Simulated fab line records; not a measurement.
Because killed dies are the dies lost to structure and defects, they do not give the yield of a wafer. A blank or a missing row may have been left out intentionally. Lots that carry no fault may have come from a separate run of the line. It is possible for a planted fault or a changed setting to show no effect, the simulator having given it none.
Struck lot and sound lot, side by side || flow n5-finfet || 13 out of 1938 route steps
Sound: the wafers L874.1, L874.5, L874.6. Wafers L881.1, L881.3, L881.5 were the ones struck. The cause is named last.
At each step with rows: each side's tool, then ch and its chambers, then its first start. Under that, the readings that differ: sound wafers || struck wafers || difference of the means || sigmas: that difference in standard deviations of wafers without a fault.
alike: same words and numbers on both sides, and readings whose means sit less than 2 such deviations apart. not compared: any withheld reading, any reading some wafer has no value for, any bound like >300 that may hide the same value, and any number with overlapping values for which the record gives no deviation.
A row with sigmas, a row that says differs or no value, or rows on one side alone: a step with any of these is where the two part. Numbers that don't overlap but have no deviation are shown without sigmas and don't part them. A reading that every wafer of one side lacks parts them only if that side has two wafers or more.

N5_GATE_CUT_SAC_CAP_01: material SiNx, target thk 24 nm, pulse time 1 s, ald cycles 480.
  sound on ald-sin-02 ch 1,2, day 6 23:46; struck on ald-sin-02 ch 0,1,2, day 8 12:34
  alike: heater-power-w, precursor-pulse-height-rel
N5_GATE_CUT_PECVD_57: deposits SiNx from SiH4/NH3/N2, target thk 21 nm.
  sound on pecvd-01 ch 0,1, day 7 01:58; struck on pecvd-04 ch 1,2, day 8 14:46
  alike: heater-power-w, showerhead-plenum-p-Torr, throttle-valve-pct
N5_GATE_CUT_CMP_02: polishes, stops on SiO2, t overpolish 12.7 s, target thk 0 nm.
  sound on cmp-03 ch 0,1, day 7 02:05; struck on cmp-04 ch 0,2,3, day 8 14:52
{"reading": "motor-current-A (A)", "sound": "8.3 8.3 7.6", "struck": "9.9 10.0 9.0", "difference": "+1.6", "sigmas": "+2"}
  alike: overpolish-run-s, retaining-ring-pressure-frac, slurry-filter-dp-kPa, time-to-endpoint-s
N5_GATE_CUT_HM_DEP_46: deposits SiO2 from TEOS/O2, target thk 130 nm, time 26.6 s.
  sound on pecvd-04 ch 1,2, day 7 02:22; struck on pecvd-04 ch 0,1, day 8 15:10
  alike: heater-power-w, showerhead-plenum-p-Torr, throttle-valve-pct
then, 7 steps without rows for these wafers: N5_GATE_CUT_COAT_34 (time 60 s, resist thk 60 nm); N5_GATE_CUT_COAT_35 (time 60 s, resist thk 10 nm); N5_GATE_CUT_COAT_27 (time 60 s, resist thk 10 nm); N5_GATE_CUT_COAT_07 (resist thk 30 nm); N5_GATE_CUT_EBR_09; N5_GATE_CUT_SOFTBAKE_08 (time 60 s); N5_GATE_CUT_EXPOSE_10 (exposes mask GATE CUT, target cd 20 nm).
N5_GATE_CUT_PEB_11: peb time 60 s.
  struck on litho-track-05, day 8 15:26; sound on litho-track-05 ch 0, day 7 02:38
  no value came back on the struck wafers for chill-plate-temp-C (C), exhaust-pa (Pa); on the sound wafers chill-plate-temp-C (C) reads 22.90 22.98 22.98
then, 1 step without rows for these wafers: N5_GATE_CUT_DEVELOP_12 (develop time 30 s).

== WHERE THEY PART ==
At N5_GATE_CUT_CMP_02 first; at N5_GATE_CUT_PEB_11 last (within this record only).

WHY: whatever the simulator had introduced
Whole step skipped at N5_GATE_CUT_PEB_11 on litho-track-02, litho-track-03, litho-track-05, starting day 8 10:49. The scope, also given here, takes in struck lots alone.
